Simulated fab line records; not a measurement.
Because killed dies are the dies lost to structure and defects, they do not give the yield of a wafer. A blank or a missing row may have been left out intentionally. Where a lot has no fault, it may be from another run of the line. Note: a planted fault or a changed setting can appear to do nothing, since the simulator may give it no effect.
A struck lot beside a sound one || flow nand_harc || 14 out of 1159 route steps
Sound: the wafers L869.3, L869.4, L869.5. Struck: wafer L890.5 (left out: L890.1, L890.3 of the same lot, which were not struck); the cause appears at the end.
Each step with rows lists, per side, the tool, then ch with its chambers, then its first start. Under that, the readings that differ: sound wafers || struck wafers || difference of the means || sigmas: that difference in standard deviations of wafers without a fault.
alike: readings whose means differ by less than 2 such deviations, and words and numbers that are the same on both sides. not compared: withheld readings, readings that some wafer has no value for, bounds like >300 that may hide the same value, and numbers for which the record gives no deviation and whose values overlap.
The two part at a step that has a row with sigmas, a row that says differs or no value, or rows on one side only. Numbers that don't overlap but have no deviation are shown without sigmas and don't part them. A reading that every wafer of one side lacks parts them only if that side has two wafers or more.

first, 8 steps without rows for these wafers: NHARC_A_BLC_COAT_02 (time 75 s); NHARC_A_BLC_COAT_03 (time 65 s); NHARC_A_BLC_COAT_04 (resist thk 90 nm); NHARC_A_BLC_SOFTBAKE_05 (time 55 s); NHARC_A_BLC_EBR_06; NHARC_A_BLC_EXPOSE_07 (exposes mask A BLC, target cd 100 nm); NHARC_A_BLC_PEB_08 (peb time 65 s); NHARC_A_BLC_DEVELOP_09 (develop time 35 s).
NHARC_A_BLC_CD_MEAS_10: target cd 100 nm.
  sound on cd_sem-03 ch 0, day 17 20:10; struck on cd_sem-03 ch 0, day 22 13:11
{"reading": "cd_nm (nm)", "sound": "99.5 99.8 98.4", "struck": 101.3, "difference": "+2.1", "sigmas": "+3"}
NHARC_A_BLC_OVL_MEAS_11:
  sound: overlay-01 at day 17 20:15; struck: overlay-02 at day 22 13:17
  alike: overlay_x_nm, overlay_y_nm
NHARC_A_BLC_INSPECT_12:
  sound: defect_inspect-01 at day 17 20:17; struck: defect_inspect-01 at day 22 13:20
  alike: raw_defect_count
NHARC_A_BLC_DESCUM_15: chemistry O2, time 3 s.
  sound on rie_diel-02 ch 2,3, day 17 20:21; struck on rie_diel-04 ch 3, day 22 13:23
{"reading": "rf_vpp_V (V)", "sound": "56.4 57.2 57.3", "struck": 59.6, "difference": "+2.6", "sigmas": "+3"}
  alike: drypump_motor_current_A, oes_product_au, showerhead_plenum_p_Torr, throttle_valve_pct
  not compared: rf_hours_counter_h
NHARC_A_BLC_ETCH_16: etches the open film in CF4, target depth 39 nm, time 65 s.
  sound on rie_diel-02 ch 0,3, day 17 20:26; struck on rie_diel-04 ch 2, day 22 13:29
{"reading": "oes_product_au (a.u.)", "sound": "1.006 1.000 1.006", "struck": 0.831, "difference": -0.173, "sigmas": -16}
  alike: drypump_motor_current_A, rf_vpp_V, showerhead_plenum_p_Torr, throttle_valve_pct
  not compared: rf_hours_counter_h
NHARC_A_BLC_ETCH_17: etches the open film in N2/H2, target depth 390 nm, time 609.38 s.
  sound: rie_diel-02 ch 0,3; struck: rie_diel-04 ch 2
  alike: drypump_motor_current_A, oes_product_au, rf_vpp_V, showerhead_plenum_p_Torr, throttle_valve_pct
  not compared: rf_hours_counter_h

WHERE THEY PART
Last at NHARC_A_BLC_ETCH_16 as far as this record goes, first at NHARC_A_BLC_CD_MEAS_10. Later steps at which nothing parts them and some readings are alike: NHARC_A_BLC_ETCH_17.

WHY: whatever the simulator had introduced
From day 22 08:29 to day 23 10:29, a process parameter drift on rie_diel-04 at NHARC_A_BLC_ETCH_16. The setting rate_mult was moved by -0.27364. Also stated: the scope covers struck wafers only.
